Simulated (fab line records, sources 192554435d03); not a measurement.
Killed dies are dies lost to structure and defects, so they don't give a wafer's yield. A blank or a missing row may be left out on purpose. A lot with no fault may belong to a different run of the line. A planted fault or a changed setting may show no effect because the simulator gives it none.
fab line records	flow n5-finfet
[record] lots = 4	wafers = 12	last-day = 19
route steps=1938 shown BEOL_M4@1099 BEOL_M5@1112 BEOL_M14@1750 PASSIVATION@1936
lots with no fault: from the same line, run without faults
start-h: start of the lot's first displayed wafer, in hours after the record's first day	wait-h: hours elapsed since this lot's preceding step	" unchanged from the row above	L1.1+2: several wafers, shown together as one row	- no value present, or no start provided	* or withheld: withheld	< > ~ a bound
route shown NAME@n: NAME is a module with steps in the file, n the number in the route of the first one	usual: mean/standard deviation taken from wafers without a fault	same: alike in all rows	chamber/n: place in a boat	sites: the reading at each site	_std_site: the values' standard deviation	_edge_site: the outer-site mean with the inner-site mean subtracted	radius-mm: how far each site lies from the wafer's centre	mask NAME#n: copy n	behind: tool/chamber where the wafer was last shaped	hold: the reason the lot was held/the length of the hold in hours/how it ended	device: transistor that didn't switch, given as n, p or np	end of line: the route-end tests of the same wafers	a step with no rows: only its recipe	killed: count of dies lost to structure and defects at first sort (not the wafer's yield)	map: per-die view of a wafer (x killed, . not killed, _ where there is no die)
set.NAME: the setting as run; set.NAME@STEP: as run at that earlier step	model.NAME: the simulator's own value behind a step, which no gauge read
lots at selected steps of the route; one table per step, one row per wafer
services: a tool's chamber out of use, with start hour (start-h, from the record's first day; less than 0 if before it), hours out, and reason
[[steps]]
[step N5_BEOL_M4_ANNEAL_95]
[recipe] temp-c = 400	time-s = 240	ambient = vacuum
[step N5_BEOL_M4_SPUTTER_96]
[recipe] material = Cu	target-thk-a = 45	temp-c = -20	chamber-pressure-pa = 0.07	power-w = withheld	time-s = 8.29
[step N5_BEOL_M4_ECD_50]
[recipe] material = Cu	target-thk-a = 3000
[step N5_BEOL_M4_ANNEAL_51]
[recipe] temp-c = 225	time-s = 90	ambient = N2
[step N5_BEOL_M4_CMP_52]
[recipe] stop-on = SiOC	t-overpolish-s = 6.8	down-force-psi = 1	platen-rpm = 50	clearing-platen-down-force-psi = 1.5	clearing-platen-rpm = 50	post-cmp-clean = cu-alkaline	target-thk-nm = 40	clearing-platen-pad-velocity-m-s = 0.99484	pad-velocity-m-s = 0.99484
[step N5_BEOL_M4_PRE_CLEAN_60]
[recipe] gas = NH3/H2	time-s = 15	temp-c = *	rf-power-w = 300
[step N5_BEOL_M4_CO_CAP_55]
[recipe] material = Co	target-thk-a = 20	temp-c = 200	precursor = CCTBA/H2	pressure-torr = 30	time-s = 102.1
[step N5_BEOL_M4_PRE_CLEAN_56]
[recipe] gas = NH3	time-s = 15	temp-c = withheld	rf-power-w = 300
[step N5_BEOL_M4_DEP_57]
[recipe] material = SiCN	target-thk-a = 80	temp-c = withheld	precursor = 3MS/NH3	pressure-torr = 3	rf-w = 202	time-s = 14
[step N5_BEOL_M4_RC_MEAS_101]
[usual] DIBL_N = 35.8/1.7	DIBL_P = 35.3/2	IOFF_N = 0.150/0.026	IOFF_P = 0.194/0.029	ION_N = 667/11	ION_P = 456/7.1	SS_N = 71.4/0.65	SS_P = 73.1/0.64	VT_N = 251/3	VT_P = -252/3.2
lot.wafer	tool	chamber	start-h	wait-h	DIBL_N[mV/V]	DIBL_P[mV/V]	IOFF_N[nA/um]	IOFF_P[nA/um]	ION_N[uA/um]	ION_P[uA/um]	SS_N[mV/dec]	SS_P[mV/dec]	VT_N[mV]	VT_P[mV]
L585.1	prober-01	0	272.94	0.0	34.8	33.6	0.120	0.192	652	457	70.5	73.7	255	-247
L585.2	"	0	"	"	35.2	34.7	0.132	0.202	664	460	71.2	73.4	255	-250
L585.5	"	0	"	"	33.9	32.6	0.111	0.176	662	458	71.1	73.0	255	-250
L588.1	prober-02	0	286.57	0.0	37.1	38.5	0.168	0.261	674	459	71.4	73.6	250	-246
L588.5	"	0	"	"	35.1	35.9	0.134	0.216	669	465	70.6	73.1	252	-247
L588.6	"	0	"	"	35.1	34.1	0.126	0.182	656	449	70.7	72.2	253	-250
L590.3	prober-01	0	287.26	0.3	36.0	35.9	0.151	0.202	671	460	70.7	73.5	250	-251
L590.4	"	0	"	"	33.9	32.7	0.123	0.162	656	453	71.0	72.5	252	-254
L590.6	"	0	"	"	33.7	33.0	0.113	0.160	656	453	70.8	72.3	253	-254
L600.1	prober-02	0	349.42	0.0	37.4	38.4	0.191	0.199	681	451	71.3	74.2	247	-255
L600.4	"	0	"	"	38.1	39.3	0.192	0.207	677	453	72.0	74.2	247	-252
L600.5	"	0	"	"	34.7	35.7	0.144	0.164	666	447	71.4	73.0	248	-255
[step N5_BEOL_M5_ILD_DEP_00]
[recipe] material = SiCOH_lowk	target-thk-a = 1406.4	temp-c = 300	precursor = DEMS/porogen	pressure-torr = 5	rf-w = 500	time-s = 25.9
[step N5_BEOL_M5_CURE_79]
[recipe] temp-c = 385	time-s = 240	ambient = He/Ar	material = SiCOH_lowk
[step N5_BEOL_M5_PECVD_70]
[recipe] material = SiO2	target-thk-a = 160	temp-c = 400	precursor = TEOS/O2	pressure-torr = 5.5	rf-w = 450	teos-flow-sccm = 53.8	gas = O2	flow-sccm = 3000	time-s = 18
[step N5_BEOL_M5_HM_DEP_02]
[recipe] material = TiN	target-thk-a = 200	temp-c = 25	chamber-pressure-pa = 0.49996
[step N5_BEOL_M5_COAT_59]
[recipe] resist = SOC	temp-c = 250	time-s = 60	spin-rpm = 1500	resist-thk-nm = 60
[step N5_BEOL_M5_COAT_60]
[recipe] resist = SiARC	temp-c = 220	time-s = 60	spin-rpm = 1500	resist-thk-nm = 12
[step N5_BEOL_M5_COAT_71]
[recipe] resist = underlayer	temp-c = 205	time-s = 60	spin-rpm = 1500	resist-thk-nm = 5
[step N5_BEOL_M5_COAT_05]
[recipe] resist = CAR-EUV	spin-rpm = 1500	resist-thk-nm = 30
[step N5_BEOL_M5_EBR_07]
[recipe] solvent = PGMEA	ebr-width-mm = 1.5
[step N5_BEOL_M5_SOFTBAKE_06]
[recipe] temp-c = 110	time-s = 60	resist = CAR-EUV
[step N5_BEOL_M5_EXPOSE_08]
[recipe] mask-id = M5	na = 0.33	source-shape = annular	sigma-inner = 0.4	sigma-outer = 0.8	polarization = unpolarized	target-cd-nm = 28	dose-mj = 35.75
[step N5_BEOL_M5_PEB_09]
[recipe] peb-temp-c = 100	peb-time-s = 60	resist = CAR-EUV
[step N5_BEOL_M5_DEVELOP_10]
[recipe] develop-time-s = 30	developer = TMAH	resist = CAR-EUV	rinse-liquid = surfactant-rinse	dry = air-spin	dev-temp-c = 23
[step N5_BEOL_M5_DESCUM_16]
[recipe] chemistry = O2	time-s = 7	source-power-w = 50	bias-power-w = 20	pressure-mtorr = 20	rf-frequency-hz = 2.712e+07	temp-c = 40	resist = CAR-EUV	o2-flow-sccm = 225
[step N5_BEOL_M5_ETCH_72]
[recipe] chemistry = N2/H2	target = underlayer	target-depth-a = 65	mask-material = CAR-EUV	time-s = 5.2	ion-energy-ev = 200	pressure-mtorr = 30	source-w = 840	bias-w = 150	n2-flow-sccm = 200	h2-flow-sccm = 200	ends = cleared
[step N5_BEOL_M5_ETCH_61]
[recipe] chemistry = CF4	target = SiARC	target-depth-a = 156	mask-material = CAR-EUV	time-s = 26	ion-energy-ev = 80	pressure-mtorr = 40	source-w = 545	bias-w = 36	Ar_flow_sccm = 100	cf4-flow-sccm = 100	ends = cleared
[step N5_BEOL_M5_ETCH_62]
[recipe] chemistry = N2/H2	target = SOC	target-depth-a = 750	overetch-a = 150	mask-material = SiARC	temp-c = 40	time-s = 112.5	ion-energy-ev = 200	pressure-mtorr = 30	source-w = 840	bias-w = 150	n2-flow-sccm = 200	h2-flow-sccm = 200
[step N5_BEOL_M5_STRIP_63]
[recipe] chemistry = N2/H2	temp-c = 40	n2-flow-sccm = 200	h2-flow-sccm = 200	rf-frequency-hz = 6e+07
[step N5_BEOL_M5_STRIP_73]
[recipe] chemistry = N2/H2	temp-c = 40	n2-flow-sccm = 200	h2-flow-sccm = 200	rf-frequency-hz = 6e+07
[step N5_BEOL_M5_STRIP_64]
[recipe] chemistry = CF4	resist = SiARC	power-w = 300	bias-power-w = 75	pressure-mtorr = 50	cf4-flow-sccm = 150	rf-frequency-hz = 6e+07
[step N5_BEOL_M5_HM_OPEN_17]
[recipe] chemistry = Cl2/BCl3	target-depth-a = 200	overetch-a = 60	target = TiN	mask-material = SOC	ion-energy-ev = 150	pressure-mtorr = 10	icp-w = 1000	bias-w = 126	Cl2_flow_sccm = 53.25	bcl3-flow-sccm = 21.75	Ar_flow_sccm = 25
[step N5_BEOL_M5_STRIP_19]
[recipe] chemistry = O2	power-w = 400	temp-c = 40	pressure-mtorr = 30	rf-frequency-hz = 6e+07	bias-power-w = 0	overash-fraction = 0.2	o2-flow-sccm = 225
[step N5_BEOL_M5_COAT_65]
[recipe] resist = SOC	temp-c = 250	time-s = 60	spin-rpm = 1500	resist-thk-nm = 60
[step N5_BEOL_M5_COAT_66]
[recipe] resist = SiARC	temp-c = 220	time-s = 60	spin-rpm = 1500	resist-thk-nm = 12
[step N5_BEOL_M14_ETCH_67]
[recipe] chemistry = CF4	target = SiARC	target-depth-a = 1430	time-s = 238.3	ion-energy-ev = 80	pressure-mtorr = 40	source-w = 545	bias-w = 36	Ar_flow_sccm = 100	cf4-flow-sccm = 100	ends = cleared
[usual] bias-w = 36.00/0.085	cf4-flow-sccm = 100.0/0.31	drypump-motor-current-A = 5.8/0.5	etch-rf-on-time-s = 242/3.9	oes-product-au = 0.69/0.072	rf-vpp-V = 184.2/1.4	showerhead-plenum-p-Torr = 2.15/0.083	throttle-valve-pct = 15.5/0.33
lot.wafer	tool	chamber	start-h	wait-h	bias-w	cf4-flow-sccm	drypump-motor-current-A	etch-rf-on-time-s	oes-product-au	rf-hours-counter-h	rf-vpp-V	showerhead-plenum-p-Torr	throttle-valve-pct	model.coat_of_BEOL_M14_COAT_22.thk-nm	model.BEOL_M14.cd-nm
L585.1	rie-diel-03	2	352.32	0.0	36.01	99.6	5.3	245	0.61	190	184.9	2.04	15.5	212.8	278.8
L585.2	"	0	"	"	35.89	99.9	5.6	245	0.75	28	185.0	2.27	15.3	211.8	279.8
L585.5	"	0	"	"	35.96	100.0	5.6	242	0.76	-	184.7	2.27	15.3	212.2	278.8
L590.3	rie-diel-03	1	366.26	0.2	-	-	-	-	-	-	-	-	-	283.8	287.8
L590.4	"	3	"	"	-	-	-	-	-	-	-	-	-	284	287.2
L590.6	"	0	"	"	-	-	-	-	-	-	-	-	-	285	287.6
L588.1	rie-diel-03	3	373.03	0.0	-	-	-	-	-	-	-	-	-	282.4	284
L588.5	"	2	"	"	-	-	-	-	-	-	-	-	-	282	283.2
L588.6	"	3	"	"	-	-	-	-	-	-	-	-	-	282.4	284.6
L600.1	rie-diel-03	3	438.89	0.0	35.91	100.0	6.5	240	0.73	41	185.4	2.17	15.3	212.6	280.6
L600.4	"	3	"	"	35.98	99.9	6.5	238	0.74	-	184.7	2.17	15.3	211.8	280.2
L600.5	"	0	"	"	35.96	100.6	5.6	242	0.73	-	186.4	2.26	15.3	211.8	281.4
[step N5_BEOL_M14_OCD_MEAS_35]
[usual] trench-depth-nm = 548/8.4
lot.wafer	tool	chamber	start-h	wait-h	trench-depth-nm
L585.1	ocd-01	-	352.89	0.0	549
L585.2	"	-	"	"	552
L585.5	"	-	"	"	552
L590.3	ocd-02	-	366.84	0.0	-
L590.4	"	-	"	"	-
L590.6	"	-	"	"	-
L588.1	ocd-01	-	373.60	0.0	-
L588.5	"	-	"	"	-
L588.6	"	-	"	"	-
L600.1	ocd-02	-	439.47	0.0	559
L600.4	"	-	"	"	558
L600.5	"	-	"	"	550
[step N5_BEOL_M14_ETCH_38]
[recipe] chemistry = CF4/N2	target = SiCN	target-depth-a = 1065	taper-deg = 2	time-s = 120.6	ion-energy-ev = 150	mask-material = SiO2	pressure-mtorr = 40	source-w = 430	bias-w = 70	Ar_flow_sccm = 100	cf4-flow-sccm = 60	n2-flow-sccm = 60
[usual] bias-w = 70.03/0.21	cf4-flow-sccm = 59.99/0.18	drypump-motor-current-A = 5.8/0.5	oes-product-au = 0.81/0.09	rf-vpp-V = 382.8/2.3	showerhead-plenum-p-Torr = 2.23/0.086	throttle-valve-pct = 15.3/0.31
[same] time-s = 120.6
lot.wafer	tool	chamber	start-h	wait-h	bias-w	cf4-flow-sccm	drypump-motor-current-A	oes-product-au	rf-hours-counter-h	rf-vpp-V	showerhead-plenum-p-Torr	throttle-valve-pct	model.BEOL_M14.cd-nm
L585.1	rie-diel-01	1	-	-	70.08	60.01	5.8	0.82	88	380.0	2.13	15.5	279.2
L585.2	"	2	"	"	70.03	60.16	6.5	0.70	214	379.6	2.10	15.9	279.2
L585.5	"	0	"	"	69.70	59.93	6.5	1.01	-	384.0	2.26	15.4	278.6
L590.3	rie-diel-04	1	-	-	70.11	60.03	6.4	0.79	83	383.0	2.23	15.2	289.4
L590.4	"	0	"	"	69.71	60.18	6.0	0.68	209	383.4	2.19	16.0	288.4
L590.6	"	0	"	"	70.21	60.11	6.0	0.68	-	379.0	2.19	15.9	288.6
L588.1	rie-diel-04	0	-	-	69.67	60.09	6.0	0.69	211	382.2	2.19	16.0	284.6
L588.5	"	0	"	"	70.00	59.92	6.0	0.69	-	380.4	2.19	16.0	284.2
L588.6	"	3	"	"	70.12	59.89	5.1	0.84	-	386.9	2.32	15.0	283.2
L600.1	rie-diel-03	2	-	-	70.06	59.89	5.3	0.69	222	380.3	2.09	15.3	279.6
L600.4	"	0	"	"	69.63	60.07	5.7	0.85	-	385.6	2.34	15.2	281.2
L600.5	"	2	"	"	70.30	60.05	5.3	0.69	-	380.5	2.09	15.3	279.6
[step N5_PASSIVATION_PROBE_49]
[usual] defect-limited-yield = 91.5/1.4	killed_at_M0_to_M3 = 34/11	killed_at_M4_up = 15/6	killed-at-contacts = 11/5.9	killed-at-front-end = 37/11	killed-at-other = 3.6/2.9	killed-dies = 101/17	killed-on-rim = 13/4	killed-open = 66/12	killed-short = 33/7.8	sort_bin_5_function = 5.0/0.97	sort_bin_6_memory = 3.2/0.65	sort-n-pass = 1079/17	sort-yield-pct = 91.4/1.4
[same] gross-dies = 1180	killed-at-back-side = 0	sort_bin_4_leakage[%] = 0	sort_bin_8_speed[%] = 0
lot.wafer	tool	chamber	start-h	wait-h	defect-limited-yield[%]	killed_at_M0_to_M3	killed_at_M4_up	killed-at-contacts	killed-at-front-end	killed-at-other	killed-dies	killed-on-rim	killed-open	killed-short	sort_bin_5_function[%]	sort_bin_6_memory[%]	sort-n-pass	sort-yield-pct[%]
L590.3	prober-01	-	392.47	0.1	0	35	1099	3	40	3	1180	152	62	39	97.0	2.7	0	0
L590.4	prober-01	-	392.52	0.2	0	32	1095	8	43	2	1180	152	60	39	96.4	3.4	0	0
L590.6	prober-01	-	392.62	0.3	0	44	1078	9	46	3	1180	152	73	40	96.3	3.5	0	0
L588.1	prober-02	-	401.80	0.0	0	27	1096	9	41	7	1180	152	70	34	96.5	3.3	0	0
L588.5	prober-02	-	402.00	0.2	0	34	1103	11	28	4	1180	152	50	31	97.5	2.1	0	0
L588.6	prober-02	-	402.05	0.3	0	39	1102	6	32	1	1180	152	59	31	95.9	3.7	0	0
// killed by level:class
L590.3 BEOL_M14:area-etch=1079 BEOL_M0_SAQP:geometric-particle:short=11 STI_FIN_REVEAL:geometric-particle:open=8 BEOL_M0_SAQP:geometric-particle:open=7 FIN_SAQP:geometric-particle:short=6 FIN_SAQP:geometric-particle:open=6 BEOL_M1:geometric-particle:open=6 BEOL_M2:geometric-particle:open=5
L590.4 BEOL_M14:area-etch=1081 BEOL_M0_SAQP:geometric-particle:short=12 STI_FIN_REVEAL:geometric-particle:open=11 GATE_CUT:geometric-particle:short=8 BEOL_M0_SAQP:geometric-particle:open=7 BEOL_M2:geometric-particle:open=7 DUMMY_GATE:geometric-particle:open=5 MOL_CONTACT_COAG:geometric-particle:open=5
L590.6 BEOL_M14:area-etch=1067 BEOL_M0_SAQP:geometric-particle:short=13 GATE_CUT:geometric-particle:short=10 BEOL_M0_SAQP:geometric-particle:open=9 STI_FIN_REVEAL:geometric-particle:open=8 GATE_CUT:geometric-particle:open=7 MOL_CONTACT_COAG:geometric-particle:open=7 BEOL_M1:geometric-particle:open=7
L588.1 BEOL_M14:area-etch=1076 FIN_SAQP:geometric-particle:open=11 BEOL_M4:geometric-particle:open=11 BEOL_M0_SAQP:geometric-particle:short=9 FIN_SAQP:geometric-particle:short=8 MOL_CONTACT_COAG:geometric-particle:open=8 GATE_CUT:geometric-particle:open=6 BEOL_M3:geometric-particle:open=6
L588.5 BEOL_M14:area-etch=1097 BEOL_M0_SAQP:geometric-particle:short=10 MOL_CONTACT_COAG:geometric-particle:open=9 FIN_SAQP:geometric-particle:open=7 BEOL_M0_SAQP:geometric-particle:open=6 BEOL_M2:geometric-particle:open=5 STI_FIN_REVEAL:geometric-particle:open=4 GATE_CUT:geometric-particle:short=4
L588.6 BEOL_M14:area-etch=1090 GATE_CUT:geometric-particle:short=7 BEOL_M0_SAQP:geometric-particle:short=7 BEOL_M0_SAQP:geometric-particle:open=7 BEOL_M3:geometric-particle:open=6 BEOL_M4:geometric-particle:open=6 FIN_SAQP:geometric-particle:open=5 MOL_CONTACT_COAG:geometric-particle:open=5
// map L588.1 (x killed, . not)
_________________xxxxxxxxxxxx________________
______________xxxxxxxxxxxxxxxxxx_____________
___________xxxxxxxxxxxxxxxxxxxxxxxx__________
__________xxxxxxxxxxxxxxxxxxxxxxxxxx_________
________xxxxxxxxxxxxxxxxxxxxxxxxxxxxxx_______
_______xxxxxxxxxxxxxxxxxxxxxxxxxxxxxxxx______
______xxxxxxxxxxxxxxxxxxxxxxxxxxxxxxxxxx_____
_____xxxxxxxxxxxxxxxxxxxxxxxxxxxxxxxxxxxx____
____xxxxxxxxxxxxxxxxxxxxxxxxxxxxxxxxxxxxxx___
___xxxxxxxxxxxxxxxxxxxxxxxxxxxxxxxxxxxxxxxx__
___xxxxxxxxxxxxxxxxxxxxxxxxxxxxxxxxxxxxxxxx__
__xxxxxxxxxxxxxxxxxxxxxxxxxxxxxxxxxxxxxxxxxx_
__xxxxxxxxxxxxxxxxxxxxxxxxxxxxxxxxxxxxxxxxxx_
_xxxxxxxxxxxxxxxxxxxxxxxxxxxxxxxxxxxxxxxxxxxx
_xxxxxxxxxxxxxxxxxxxxxxxxxxxxxxxxxxxxxxxxxxxx
_xxxxxxxxxxxxxxxxxxxxxxxxxxxxxxxxxxxxxxxxxxxx
_xxxxxxxxxxxxxxxxxxxxxxxxxxxxxxxxxxxxxxxxxxxx
_xxxxxxxxxxxxxxxxxxxxxxxxxxxxxxxxxxxxxxxxxxxx
_xxxxxxxxxxxxxxxxxxxxxxxxxxxxxxxxxxxxxxxxxxxx
_xxxxxxxxxxxxxxxxxxxxxxxxxxxxxxxxxxxxxxxxxxxx
_xxxxxxxxxxxxxxxxxxxxxxxxxxxxxxxxxxxxxxxxxxxx
__xxxxxxxxxxxxxxxxxxxxxxxxxxxxxxxxxxxxxxxxxx_
__xxxxxxxxxxxxxxxxxxxxxxxxxxxxxxxxxxxxxxxxxx_
___xxxxxxxxxxxxxxxxxxxxxxxxxxxxxxxxxxxxxxxx__
___xxxxxxxxxxxxxxxxxxxxxxxxxxxxxxxxxxxxxxxx__
____xxxxxxxxxxxxxxxxxxxxxxxxxxxxxxxxxxxxxx___
_____xxxxxxxxxxxxxxxxxxxxxxxxxxxxxxxxxxxx____
______xxxxxxxxxxxxxxxxxxxxxxxxxxxxxxxxxx_____
_______xxxxxxxxxxxxxxxxxxxxxxxxxxxxxxxx______
________xxxxxxxxxxxxxxxxxxxxxxxxxxxxxx_______
__________xxxxxxxxxxxxxxxxxxxxxxxxxx_________
___________xxxxxxxxxxxxxxxxxxxxxxxx__________
______________xxxxxxxxxxxxxxxxxx_____________
_________________xxxxxxxxxxxx________________
// map L590.3 (x killed, . not)
_________________xxxxxxxxxxxx________________
______________xxxxxxxxxxxxxxxxxx_____________
___________xxxxxxxxxxxxxxxxxxxxxxxx__________
__________xxxxxxxxxxxxxxxxxxxxxxxxxx_________
________xxxxxxxxxxxxxxxxxxxxxxxxxxxxxx_______
_______xxxxxxxxxxxxxxxxxxxxxxxxxxxxxxxx______
______xxxxxxxxxxxxxxxxxxxxxxxxxxxxxxxxxx_____
_____xxxxxxxxxxxxxxxxxxxxxxxxxxxxxxxxxxxx____
____xxxxxxxxxxxxxxxxxxxxxxxxxxxxxxxxxxxxxx___
___xxxxxxxxxxxxxxxxxxxxxxxxxxxxxxxxxxxxxxxx__
___xxxxxxxxxxxxxxxxxxxxxxxxxxxxxxxxxxxxxxxx__
__xxxxxxxxxxxxxxxxxxxxxxxxxxxxxxxxxxxxxxxxxx_
__xxxxxxxxxxxxxxxxxxxxxxxxxxxxxxxxxxxxxxxxxx_
_xxxxxxxxxxxxxxxxxxxxxxxxxxxxxxxxxxxxxxxxxxxx
_xxxxxxxxxxxxxxxxxxxxxxxxxxxxxxxxxxxxxxxxxxxx
_xxxxxxxxxxxxxxxxxxxxxxxxxxxxxxxxxxxxxxxxxxxx
_xxxxxxxxxxxxxxxxxxxxxxxxxxxxxxxxxxxxxxxxxxxx
_xxxxxxxxxxxxxxxxxxxxxxxxxxxxxxxxxxxxxxxxxxxx
_xxxxxxxxxxxxxxxxxxxxxxxxxxxxxxxxxxxxxxxxxxxx
_xxxxxxxxxxxxxxxxxxxxxxxxxxxxxxxxxxxxxxxxxxxx
_xxxxxxxxxxxxxxxxxxxxxxxxxxxxxxxxxxxxxxxxxxxx
__xxxxxxxxxxxxxxxxxxxxxxxxxxxxxxxxxxxxxxxxxx_
__xxxxxxxxxxxxxxxxxxxxxxxxxxxxxxxxxxxxxxxxxx_
___xxxxxxxxxxxxxxxxxxxxxxxxxxxxxxxxxxxxxxxx__
___xxxxxxxxxxxxxxxxxxxxxxxxxxxxxxxxxxxxxxxx__
____xxxxxxxxxxxxxxxxxxxxxxxxxxxxxxxxxxxxxx___
_____xxxxxxxxxxxxxxxxxxxxxxxxxxxxxxxxxxxx____
______xxxxxxxxxxxxxxxxxxxxxxxxxxxxxxxxxx_____
_______xxxxxxxxxxxxxxxxxxxxxxxxxxxxxxxx______
________xxxxxxxxxxxxxxxxxxxxxxxxxxxxxx_______
__________xxxxxxxxxxxxxxxxxxxxxxxxxx_________
___________xxxxxxxxxxxxxxxxxxxxxxxx__________
______________xxxxxxxxxxxxxxxxxx_____________
_________________xxxxxxxxxxxx________________
[[services]]
tool	chamber	start-h	hours	kind
rie-diel-01	0	335.79	-	clean
rie-diel-01	0	335.79	-	consumable-replace:focus-ring
rie-diel-01	0	335.79	19.3	scheduled-down
rie-diel-01	0	335.79	19.3	vent-cycle
rie-diel-03	0	346.69	3.6	repair
rie-diel-04	2	349.27	-	clean
rie-diel-04	2	349.27	-	consumable-replace:focus-ring
rie-diel-04	2	349.27	-	consumable-replace:showerhead
rie-diel-04	2	349.27	16.0	scheduled-down
rie-diel-04	2	349.27	16.0	vent-cycle
rie-diel-03	3	355.22	1.7	repair
rie-diel-03	0	357.58	3.6	repair
rie-diel-04	0	357.66	5.9	repair
rie-diel-03	-	374.21	0.7	repair
[[key]]
[first-sign] step = N5_BEOL_M14_ETCH_67	reading = tool-record	direction = missing
[effect] step = N5_BEOL_M14_OCD_MEAS_35	reading = trench-depth-nm	direction = missing
[effect] step = N5_PASSIVATION_PROBE_49	reading = killed_at_M4_up	direction = up	sigmas = 99+	usual = 15	struck = 1096
[model-effect] step = N5_BEOL_M14_ETCH_67	value = coat_of_BEOL_M14_COAT_22.thk-nm	without = 211.4	struck = 283.3
[model-effect] step = N5_BEOL_M14_ETCH_38	value = BEOL_M14.cd-nm	without = 282	struck = 286.4
[more-kills-born-at] N5_BEOL_M14_ETCH_67@rie-diel-03 = 6490
met-at N5_BEOL_M14_ETCH_67
struck-wafers L588.1,L588.5,L588.6,L590.3,L590.4,L590.6
later-rows-left-out L588.1,L588.5,L588.6,L590.3,L590.4,L590.6
onset-between 352.32 366.26
[earlier-fault] kind = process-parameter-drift	tool = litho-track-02	chamber = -	onset-h = 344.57	steps = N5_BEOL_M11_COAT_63	channel = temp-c	offset = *	shape = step	acts-in = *	stated = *
[earlier-fault] kind = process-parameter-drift	tool = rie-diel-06	chamber = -	onset-h = 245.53	steps = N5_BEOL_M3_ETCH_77	channel = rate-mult	offset = 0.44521	shape = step
[fault] kind = skipped-step-whole	tool = rie-diel-03	chamber = -	onset-h = 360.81	steps = N5_BEOL_M14_ETCH_67	scope = struck-lots-only
// later-rows-left-out: the simulator's readings of these wafers behind a module that went badly wrong aren't trusted and aren't shown, but for the sort
